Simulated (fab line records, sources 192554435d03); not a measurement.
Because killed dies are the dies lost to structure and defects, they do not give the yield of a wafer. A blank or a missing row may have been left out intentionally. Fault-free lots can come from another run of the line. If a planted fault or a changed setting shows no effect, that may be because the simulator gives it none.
fab line records	flow n5_finfet	part 1 of 2: steps 1 to 22 of 28
record: lots: 5	wafers: 15	last_day: 17
route steps=1938 shown BEOL_M5@1188 BEOL_M6@1194
lots that met no fault: taken from a fault-free run of the same line
start_h: hours from the record's first day to the start of the lot's first wafer shown	wait_h: hours elapsed since this lot's preceding step	" repeats the value in the row above	L1.1+2: a single row standing in for several wafers	- no value present, or no start provided	* or withheld: withheld	< > ~ a bound
route shown NAME@n: a module of which the file shows steps, and the number in the route of the first	usual: mean/standard deviation of fault-free wafers	same: alike in all rows	chamber/n: place in a boat	sites: each site's reading	_std_site: standard deviation across them	_edge_site: outer sites' mean less inner sites'	radius_mm: for every site, how far away it sits from the centre of the wafer	mask NAME#n: copy n	behind: the most recent tool/chamber to have shaped the wafer	hold: the reason the lot was held/the length of the hold in hours/how it ended	device: names the non-switching transistor (n, p or np)	end of line: the same wafers' tests at the end of the route	for a step that has no rows: nothing shown but its recipe	killed: at the first sort, the dies lost to defects and structure; wafer yield is something else	map: a wafer's dies, x killed, . not, _ none there
set.NAME: setting as actually run; set.NAME@STEP: the setting as run at that earlier step	model.NAME: the simulator's own value behind a step, which no gauge read
lots at some steps of the route; a table a step, a row a wafer
services: when a tool's chamber went out of use (start_h, in hours from the record's first day, below 0 if earlier), for how many hours, and the reason
== steps ==
step: N5_BEOL_M5_PRE_CLEAN_77
recipe: gas: NH3/H2	time_s: 15	temp_c: *	rf_power_w: 300
usual: heater_power_w: 103/18
lot.wafer	tool	chamber	start_h	wait_h	heater_power_w	since_wet_clean_h
L078.2	cvd_co-02	1	213.01	0.1	108	1192
L078.4	"	0	"	"	87	-
L078.5	"	2	"	"	101	-
L081.1	cvd_co-02	0	214.89	0.0	86	756
L081.4	"	0	"	"	87	-
L081.6	"	1	"	"	107	-
L085.1	cvd_co-01	2	247.43	0.0	101	548
L085.2	"	1	"	"	82	111
L085.5	"	0	"	"	137	-
L095.2	cvd_co-01	0	305.24	0.0	135	1065
L095.5	"	1	"	"	82	-
L095.6	"	0	"	"	136	-
L096.2	cvd_co-02	2	310.91	0.0	102	393
L096.5	"	2	"	"	102	-
L096.6	"	0	"	"	87	-
step: N5_BEOL_M5_CO_CAP_78
recipe: material: Co	target_thk_a: 20	temp_c: 200	precursor: CCTBA/H2	pressure_torr: 30	time_s: 102.1
usual: chamber_pressure_Torr: 30.01/0.062	heater_power_w: 258/22
lot.wafer	tool	chamber	start_h	wait_h	chamber_pressure_Torr	heater_power_w	since_wet_clean_h
L078.2	cvd_co-02	1	213.05	0.0	29.92	265	1192
L078.4	"	0	"	"	29.98	234	-
L078.5	"	2	"	"	30.03	256	-
L081.1	cvd_co-02	0	214.93	0.0	30.00	239	756
L081.4	"	0	"	"	30.00	234	-
L081.6	"	1	"	"	30.07	258	-
L085.1	cvd_co-01	2	247.47	0.0	30.04	261	548
L085.2	"	1	"	"	30.10	239	111
L085.5	"	0	"	"	30.00	295	-
L095.2	cvd_co-01	0	305.28	0.0	30.00	291	1065
L095.5	"	1	"	"	29.91	236	-
L095.6	"	0	"	"	30.00	293	-
L096.2	cvd_co-02	2	310.95	0.0	29.93	257	393
L096.5	"	2	"	"	30.01	261	-
L096.6	"	0	"	"	30.02	233	-
step: N5_BEOL_M5_PRE_CLEAN_55
recipe: gas: NH3	time_s: 15	temp_c: withheld	rf_power_w: 300
lot.wafer	tool	chamber	start_h	wait_h	since_wet_clean_h
L078.2	pecvd-03	0	213.15	0.1	736
L078.4	"	0	"	"	-
L078.5	"	0	"	"	-
L081.1	pecvd-01	0	215.03	0.1	919
L081.4	"	2	"	"	-
L081.6	"	1	"	"	-
L085.1	pecvd-01	0	247.56	0.1	951
L085.2	"	2	"	"	197
L085.5	"	0	"	"	-
L095.2	pecvd-03	1	305.37	0.1	1553
L095.5	"	2	"	"	-
L095.6	"	1	"	"	-
L096.2	pecvd-03	0	311.04	0.1	834
L096.5	"	0	"	"	-
L096.6	"	2	"	"	-
step: N5_BEOL_M5_DEP_56
recipe: material: SiCN	target_thk_a: 80	temp_c: withheld	precursor: 3MS/NH3	pressure_torr: 3	rf_w: 202	time_s: 14
usual: chamber_pressure_Torr: 3.001/0.0061	showerhead_plenum_p_Torr: 3.665/0.013	showerhead_vpp_V: 900/36	throttle_valve_pct: 9.1/0.34
lot.wafer	tool	chamber	start_h	wait_h	chamber_pressure_Torr	showerhead_plenum_p_Torr	showerhead_vpp_V	since_wet_clean_h	throttle_valve_pct
L078.2	pecvd-03	0	213.18	0.0	2.998	3.664	837	736	8.8
L078.4	"	0	"	"	2.992	3.658	843	-	9.1
L078.5	"	0	"	"	2.989	3.659	852	-	9.1
L081.1	pecvd-01	0	215.05	0.0	3.000	3.679	908	919	9.6
L081.4	"	2	"	"	3.009	3.678	948	-	8.5
L081.6	"	1	"	"	3.008	3.666	936	-	9.1
L085.1	pecvd-01	0	247.59	0.0	3.007	3.680	919	951	9.7
L085.2	"	2	"	"	3.005	3.676	956	197	9.1
L085.5	"	0	"	"	2.998	3.677	917	-	9.4
L095.2	pecvd-03	1	305.41	0.0	3.005	3.667	903	1553	9.3
L095.5	"	2	"	"	3.004	3.668	899	-	8.9
L095.6	"	1	"	"	3.008	3.660	906	-	9.2
L096.2	pecvd-03	0	311.06	0.0	2.992	3.662	845	834	9.0
L096.5	"	0	"	"	2.993	3.668	855	-	8.9
L096.6	"	2	"	"	3.002	3.669	898	-	8.6
step: N5_BEOL_M5_RS_MEAS_57
recipe: thk_meas_gauge: four-point-probe	reads: Co_of_BEOL_M5_CO_CAP_78+Cu_of_BEOL_M5_ECD_50+Co_of_BEOL_M5_CVD_47+TaN_of_BEOL_M5_ALD_86
usual: M5_RS: 0.387/0.019
lot.wafer	tool	chamber	start_h	wait_h	M5_RS[ohm/sq]
L078.2	film_metro-01	-	213.28	0.1	0.415
L078.4	"	-	"	"	0.406
L078.5	"	-	"	"	0.381
L081.1	film_metro-01	-	215.12	0.0	0.391
L081.4	"	-	"	"	0.378
L081.6	"	-	"	"	0.394
L085.1	film_metro-01	-	247.65	0.0	0.368
L085.2	"	-	"	"	0.394
L085.5	"	-	"	"	0.390
L095.2	film_metro-02	-	305.49	0.1	0.370
L095.5	"	-	"	"	0.382
L095.6	"	-	"	"	0.376
L096.2	film_metro-01	-	311.13	0.1	0.374
L096.5	"	-	"	"	0.397
L096.6	"	-	"	"	0.349
step: N5_BEOL_M5_INSPECT_58
recipe: inspect_instrument: darkfield	mode: post_dep
usual: raw_defect_count: 77/26
lot.wafer	tool	chamber	start_h	wait_h	raw_defect_count
L078.2	defect_inspect-01	-	213.31	0.0	66
L078.4	"	-	"	"	118
L078.5	"	-	"	"	76
L081.1	defect_inspect-01	-	215.14	0.0	116
L081.4	"	-	"	"	109
L081.6	"	-	"	"	127
L085.1	defect_inspect-01	-	247.68	0.0	97
L085.2	"	-	"	"	76
L085.5	"	-	"	"	73
L095.2	defect_inspect-02	-	305.52	0.0	54
L095.5	"	-	"	"	53
L095.6	"	-	"	"	52
L096.2	defect_inspect-01	-	311.16	0.0	63
L096.5	"	-	"	"	59
L096.6	"	-	"	"	54
step: N5_BEOL_M6_ILD_DEP_00
recipe: material: SiCOH_lowk	target_thk_a: 1797.5	temp_c: 300	precursor: DEMS/porogen	pressure_torr: 5	rf_w: 500	time_s: 33.4
usual: chamber_pressure_Torr: 5.000/0.011	heater_power_w: 286/49	showerhead_plenum_p_Torr: 5.745/0.011	showerhead_vpp_V: 1402/55	throttle_valve_pct: 14.1/0.78
lot.wafer	tool	chamber	start_h	wait_h	chamber_pressure_Torr	heater_power_w	showerhead_plenum_p_Torr	showerhead_vpp_V	since_wet_clean_h	throttle_valve_pct
L078.2	pecvd-04	1	213.34	0.0	5.015	304	5.740	1386	2005	14.9
L078.4	"	0	"	"	4.987	248	5.748	1428	-	15.0
L078.5	"	1	"	"	5.021	308	5.733	1394	-	14.8
L081.1	pecvd-04	2	215.18	0.0	5.007	274	5.744	1349	528	13.0
L081.4	"	1	"	"	5.001	298	5.760	1347	-	14.8
L081.6	"	2	"	"	5.001	274	5.737	1356	-	13.2
L085.1	pecvd-04	0	247.72	0.0	5.006	252	5.741	1417	1314	14.9
L085.2	"	2	"	"	5.007	239	5.745	1337	560	13.1
L085.5	"	0	"	"	5.006	262	5.754	1454	-	14.9
L095.2	pecvd-04	2	305.55	0.0	4.991	275	5.765	1319	1	12.4
L095.5	"	2	"	"	4.999	275	5.739	1319	-	12.5
L095.6	"	0	"	"	5.000	252	5.764	1425	-	15.0
L096.2	pecvd-04	1	311.19	0.0	5.003	292	5.732	1354	2103	14.4
L096.5	"	2	"	"	4.990	303	5.761	1345	-	12.4
L096.6	"	1	"	"	5.004	290	5.728	1373	-	14.4
step: N5_BEOL_M6_CURE_74
recipe: temp_c: 385	time_s: 240	ambient: He/Ar	material: SiCOH_lowk
usual: lamp_power_pct: 52.31/0.053	wafer_temp_C_max: 387.0/0.56
lot.wafer	tool	chamber	start_h	wait_h	lamp_power_pct	wafer_temp_C_max
L078.2	uv_cure-01	2	213.49	0.1	52.31	386.9
L078.4	"	2	"	"	52.31	387.2
L078.5	"	2	"	"	52.30	387.5
L081.1	uv_cure-01	1	215.24	0.0	52.34	386.0
L081.4	"	1	"	"	52.25	386.5
L081.6	"	1	"	"	52.38	386.5
L085.1	uv_cure-01	1	247.78	0.0	52.27	386.8
L085.2	"	1	"	"	52.34	386.5
L085.5	"	1	"	"	52.18	386.4
L095.2	uv_cure-03	1	305.70	0.1	52.23	386.8
L095.5	"	1	"	"	52.33	387.1
L095.6	"	1	"	"	52.36	387.5
L096.2	uv_cure-02	1	311.37	0.2	52.32	386.5
L096.5	"	1	"	"	52.28	386.5
L096.6	"	1	"	"	52.26	387.8
step: N5_BEOL_M6_THK_MEAS_01
recipe: reads: SiCOH_lowk_of_BEOL_M6_ILD_DEP_00
usual: M6_ILD_THK: 157.0/2.5
lot.wafer	tool	chamber	start_h	wait_h	M6_ILD_THK[nm]
L078.2	film_metro-02	-	213.92	0.4	158.7
L078.4	"	-	"	"	159.1
L078.5	"	-	"	"	160.2
L081.1	film_metro-02	-	215.76	0.4	158.4
L081.4	"	-	"	"	160.7
L081.6	"	-	"	"	160.8
L085.1	film_metro-02	-	248.29	0.4	154.3
L085.2	"	-	"	"	153.7
L085.5	"	-	"	"	158.9
L095.2	film_metro-01	-	306.13	0.4	158.2
L095.5	"	-	"	"	161.0
L095.6	"	-	"	"	161.3
L096.2	film_metro-01	-	311.80	0.4	155.7
L096.5	"	-	"	"	157.1
L096.6	"	-	"	"	157.6
step: N5_BEOL_M6_PECVD_70
recipe: material: SiO2	target_thk_a: 200	temp_c: 400	precursor: TEOS/O2	pressure_torr: 5.5	rf_w: 450	teos_flow_sccm: 53.8	gas: O2	flow_sccm: 3000	time_s: 22.7
usual: chamber_pressure_Torr: 5.501/0.013	heater_power_w: 687/100	showerhead_plenum_p_Torr: 8.80/0.032	showerhead_vpp_V: 1340/57	throttle_valve_pct: 22.6/1.1
lot.wafer	tool	chamber	start_h	wait_h	chamber_pressure_Torr	heater_power_w	showerhead_plenum_p_Torr	showerhead_vpp_V	since_wet_clean_h	throttle_valve_pct
L078.2	pecvd-01	0	213.96	0.0	5.516	737	8.86	1380	918	23.7
L078.4	"	1	"	"	5.516	867	8.80	1404	-	23.0
L078.5	"	2	"	"	5.494	651	8.81	1459	-	21.3
L081.1	pecvd-03	0	215.79	0.0	5.491	661	8.78	1246	738	21.9
L081.4	"	1	"	"	5.508	573	8.78	1353	-	22.7
L081.6	"	1	"	"	5.536	575	8.79	1323	-	22.8
L085.1	pecvd-01	0	248.33	0.0	5.530	684	8.85	1366	952	23.9
L085.2	"	1	"	"	5.491	825	8.79	1399	1677	23.0
L085.5	"	1	"	"	5.489	836	8.79	1375	-	23.1
L095.2	pecvd-03	1	306.17	0.0	5.503	558	8.79	1338	1554	22.6
L095.5	"	1	"	"	5.481	554	8.76	1334	-	22.8
L095.6	"	2	"	"	5.486	776	8.76	1347	-	21.4
L096.2	pecvd-04	0	311.84	0.0	5.533	572	8.83	1356	1378	23.8
L096.5	"	2	"	"	5.495	748	8.79	1232	-	20.2
L096.6	"	1	"	"	5.511	615	8.79	1302	-	23.9
step: N5_BEOL_M6_HM_DEP_02
recipe: material: TiN	target_thk_a: 200	temp_c: 25	chamber_pressure_pa: 0.49996
usual: throttle_valve_pct: 30.8/1.4
lot.wafer	tool	chamber	start_h	wait_h	throttle_valve_pct
L078.2	pvd_sputter-03	-	215.24	1.3	31.5
L078.4	"	-	"	"	30.9
L078.5	"	-	"	"	31.1
L081.1	pvd_sputter-02	-	216.95	1.1	31.1
L081.4	"	-	"	"	32.8
L081.6	"	-	"	"	31.1
L085.1	pvd_sputter-01	-	248.62	0.3	28.0
L085.2	"	-	"	"	30.7
L085.5	"	-	"	"	28.1
L095.2	pvd_sputter-01	-	306.93	0.7	30.5
L095.5	"	-	"	"	28.0
L095.6	"	-	"	"	30.5
L096.2	pvd_sputter-03	-	314.18	2.3	30.8
L096.5	"	-	"	"	31.0
L096.6	"	-	"	"	27.9
step: N5_BEOL_M6_COAT_59
recipe: resist: SOC	temp_c: 250	time_s: 60	spin_rpm: 1500	resist_thk_nm: 100
usual: chill_plate_temp_C: 23.00/0.11
lot.wafer	tool	chamber	start_h	wait_h	chill_plate_temp_C
L078.2	litho_track-03	0	215.37	0.1	22.93
L078.4	"	0	"	"	22.87
L078.5	"	0	"	"	23.02
L081.1	litho_track-01	0	217.38	0.4	23.05
L081.4	"	0	"	"	23.07
L081.6	"	0	"	"	23.00
L085.1	litho_track-03	0	248.74	0.1	23.12
L085.2	"	0	"	"	23.10
L085.5	"	0	"	"	22.84
L095.2	litho_track-03	0	307.05	0.1	22.85
L095.5	"	0	"	"	22.96
L095.6	"	0	"	"	23.07
L096.2	litho_track-03	0	314.31	0.1	22.99
L096.5	"	0	"	"	22.94
L096.6	"	0	"	"	23.09
step: N5_BEOL_M6_COAT_60
recipe: resist: SiARC	temp_c: 220	time_s: 60	spin_rpm: 1500	resist_thk_nm: 35
usual: chill_plate_temp_C: 22.98/0.11
lot.wafer	tool	chamber	start_h	wait_h	chill_plate_temp_C
L078.2	litho_track-03	0	-	-	23.04
L078.4	"	0	"	"	23.01
L078.5	"	0	"	"	23.10
L081.1	litho_track-01	0	-	-	22.98
L081.4	"	0	"	"	22.92
L081.6	"	0	"	"	22.97
L085.1	litho_track-03	0	-	-	22.97
L085.2	"	0	"	"	22.96
L085.5	"	0	"	"	22.97
L095.2	litho_track-03	0	-	-	22.95
L095.5	"	0	"	"	22.92
L095.6	"	0	"	"	22.87
L096.2	litho_track-03	0	-	-	23.06
L096.5	"	0	"	"	23.26
L096.6	"	0	"	"	23.08
step: N5_BEOL_M6_COAT_05
recipe: resist: CAR-ArF	spin_rpm: 1500	resist_thk_nm: 90
usual: chill_plate_temp_C: 22.99/0.12
lot.wafer	tool	chamber	start_h	wait_h	chill_plate_temp_C
L078.2	litho_track-03	0	-	-	22.81
L078.4	"	0	"	"	22.87
L078.5	"	0	"	"	22.76
L081.1	litho_track-01	0	-	-	22.93
L081.4	"	0	"	"	22.99
L081.6	"	0	"	"	22.90
L085.1	litho_track-03	0	-	-	23.05
L085.2	"	0	"	"	23.03
L085.5	"	0	"	"	22.98
L095.2	litho_track-03	0	-	-	22.95
L095.5	"	0	"	"	23.02
L095.6	"	0	"	"	23.21
L096.2	litho_track-03	0	-	-	22.77
L096.5	"	0	"	"	22.84
L096.6	"	0	"	"	22.77
step: N5_BEOL_M6_EBR_07
recipe: solvent: PGMEA	ebr_width_mm: 1.5
usual: chill_plate_temp_C: 23.01/0.1
lot.wafer	tool	chamber	start_h	wait_h	chill_plate_temp_C
L078.2	litho_track-03	0	-	-	23.13
L078.4	"	0	"	"	23.22
L078.5	"	0	"	"	23.17
L081.1	litho_track-01	0	-	-	22.97
L081.4	"	0	"	"	22.88
L081.6	"	0	"	"	23.07
L085.1	litho_track-03	0	-	-	22.92
L085.2	"	0	"	"	23.04
L085.5	"	0	"	"	23.13
L095.2	litho_track-03	0	-	-	22.93
L095.5	"	0	"	"	22.98
L095.6	"	0	"	"	22.95
L096.2	litho_track-03	0	-	-	23.13
L096.5	"	0	"	"	22.96
L096.6	"	0	"	"	23.19
step: N5_BEOL_M6_SOFTBAKE_06
recipe: temp_c: 110	time_s: 60	resist: CAR-ArF
usual: chill_plate_temp_C: 22.98/0.1
lot.wafer	tool	chamber	start_h	wait_h	chill_plate_temp_C
L078.2	litho_track-03	0	-	-	23.00
L078.4	"	0	"	"	22.87
L078.5	"	0	"	"	22.98
L081.1	litho_track-01	0	-	-	22.94
L081.4	"	0	"	"	22.91
L081.6	"	0	"	"	22.96
L085.1	litho_track-03	0	-	-	22.86
L085.2	"	0	"	"	22.91
L085.5	"	0	"	"	22.73
L095.2	litho_track-03	0	-	-	22.96
L095.5	"	0	"	"	23.06
L095.6	"	0	"	"	23.23
L096.2	litho_track-03	0	-	-	23.00
L096.5	"	0	"	"	23.06
L096.6	"	0	"	"	22.96
step: N5_BEOL_M6_EXPOSE_08
recipe: mask_id: M6	na: 1.35	source_shape: dipole	sigma_inner: 0.817	sigma_outer: 0.97	polarization: te	dose_mj: 68.25
usual: focus_offset_nm: 0.1/0.53	reticle_temp_C: 22.98/0.11
same: dipole_opening_deg: 35
lot.wafer	tool	chamber	start_h	wait_h	mask	focus_offset_nm	reticle_temp_C
L078.2	arfi_scanner-03	0	215.49	-	M6#0	-0.2	22.83
L078.4	"	0	"	"	M6#0	-0.1	22.93
L078.5	"	0	"	"	M6#0	0.6	22.75
L081.1	arfi_scanner-02	0	217.72	-	M6#0	-0.7	22.88
L081.4	"	0	"	"	M6#0	0.3	22.89
L081.6	"	0	"	"	M6#0	0.1	22.84
L085.1	arfi_scanner-02	0	248.86	-	M6#0	0.2	23.15
L085.2	"	0	"	"	M6#0	-0.9	23.05
L085.5	"	0	"	"	M6#0	0.4	23.30
L095.2	arfi_scanner-02	0	307.30	-	M6#0	0.9	22.85
L095.5	"	0	"	"	M6#0	0.4	22.94
L095.6	"	0	"	"	M6#0	1.1	22.95
L096.2	arfi_scanner-03	0	314.55	-	M6#0	0.5	23.01
L096.5	"	0	"	"	M6#0	0.7	23.01
L096.6	"	0	"	"	M6#0	0.5	23.21
step: N5_BEOL_M6_PEB_09
recipe: peb_temp_c: withheld	peb_time_s: 60	resist: CAR-ArF
usual: chill_plate_temp_C: 22.99/0.11
lot.wafer	tool	chamber	start_h	wait_h	chill_plate_temp_C
L078.2	litho_track-01	0	215.55	0.0	22.89
L078.4	"	0	"	"	23.00
L078.5	"	0	"	"	23.07
L081.1	litho_track-01	0	217.78	0.1	23.02
L081.4	"	0	"	"	22.96
L081.6	"	0	"	"	22.97
L085.1	litho_track-01	0	248.93	0.1	22.95
L085.2	"	0	"	"	22.99
L085.5	"	0	"	"	22.90
L095.2	litho_track-01	0	307.36	0.0	23.11
L095.5	"	0	"	"	23.15
L095.6	"	0	"	"	22.94
L096.2	litho_track-03	0	314.61	0.0	22.86
L096.5	"	0	"	"	22.80
L096.6	"	0	"	"	22.85
step: N5_BEOL_M6_DEVELOP_10
recipe: develop_time_s: 30	developer: TMAH	resist: CAR-ArF	rinse_liquid: diw	dry: air_spin	dev_temp_c: 23
usual: chill_plate_temp_C: 23.04/0.13
lot.wafer	tool	chamber	start_h	wait_h	chill_plate_temp_C
L078.2	litho_track-01	0	-	-	22.86
L078.4	"	0	"	"	23.10
L078.5	"	0	"	"	22.95
L081.1	litho_track-01	0	-	-	23.07
L081.4	"	0	"	"	22.93
L081.6	"	0	"	"	23.09
L085.1	litho_track-01	0	-	-	23.05
L085.2	"	0	"	"	23.02
L085.5	"	0	"	"	22.98
L095.2	litho_track-01	0	-	-	23.19
L095.5	"	0	"	"	23.25
L095.6	"	0	"	"	23.24
L096.2	litho_track-03	0	-	-	23.11
L096.5	"	0	"	"	23.31
L096.6	"	0	"	"	23.15
step: N5_BEOL_M6_CD_MEAS_11
recipe: target_cd_nm: 38.5	landing_energy_ev: 500	detector: se_inlens	polarity: opening
usual: cd_nm: 38.0/0.51
lot.wafer	tool	chamber	start_h	wait_h	cd_nm
L078.2	cd_sem-03	0	215.62	-	37.2
L078.4	"	0	"	"	37.2
L078.5	"	0	"	"	37.1
L081.1	cd_sem-01	0	217.85	-	37.6
L081.4	"	0	"	"	37.9
L081.6	"	0	"	"	37.3
L085.1	cd_sem-01	0	248.99	-	37.6
L085.2	"	0	"	"	37.7
L085.5	"	0	"	"	37.2
L095.2	cd_sem-02	0	307.43	-	37.7
L095.5	"	0	"	"	38.4
L095.6	"	0	"	"	38.4
L096.2	cd_sem-02	0	314.68	-	37.1
L096.5	"	0	"	"	37.3
L096.6	"	0	"	"	38.3
step: N5_BEOL_M6_OVL_MEAS_12
recipe: points_per_wafer: 44
usual: M6_OVL: 0.2/0.62
lot.wafer	tool	chamber	start_h	wait_h	M6_OVL[nm]
L078.2	overlay-02	0	215.65	0.0	0.2
L078.4	"	0	"	"	0.3
L078.5	"	0	"	"	0.5
L081.1	overlay-02	0	217.88	0.0	1.3
L081.4	"	0	"	"	0.6
L081.6	"	0	"	"	-0.3
L085.1	overlay-02	0	249.02	0.0	-0.3
L085.2	"	0	"	"	-0.2
L085.5	"	0	"	"	-0.3
L095.2	overlay-02	0	307.46	0.0	0.4
L095.5	"	0	"	"	1.3
L095.6	"	0	"	"	0.1
L096.2	overlay-01	0	314.71	0.0	-0.1
L096.5	"	0	"	"	-0.2
L096.6	"	0	"	"	-0.5
step: N5_BEOL_M6_INSPECT_13
recipe: mode: adi	inspect_instrument: brightfield
usual: raw_defect_count: 442/100
lot.wafer	tool	chamber	start_h	wait_h	raw_defect_count
L078.2	defect_inspect-01	-	215.67	0.0	610
L078.4	"	-	"	"	458
L078.5	"	-	"	"	533
L081.1	defect_inspect-01	-	217.90	0.0	528
L081.4	"	-	"	"	489
L081.6	"	-	"	"	487
L085.1	defect_inspect-02	-	249.05	0.0	343
L085.2	"	-	"	"	405
L085.5	"	-	"	"	337
L095.2	defect_inspect-02	-	307.48	0.0	402
L095.5	"	-	"	"	575
L095.6	"	-	"	"	484
L096.2	defect_inspect-01	-	314.73	0.0	464
L096.5	"	-	"	"	535
L096.6	"	-	"	"	443
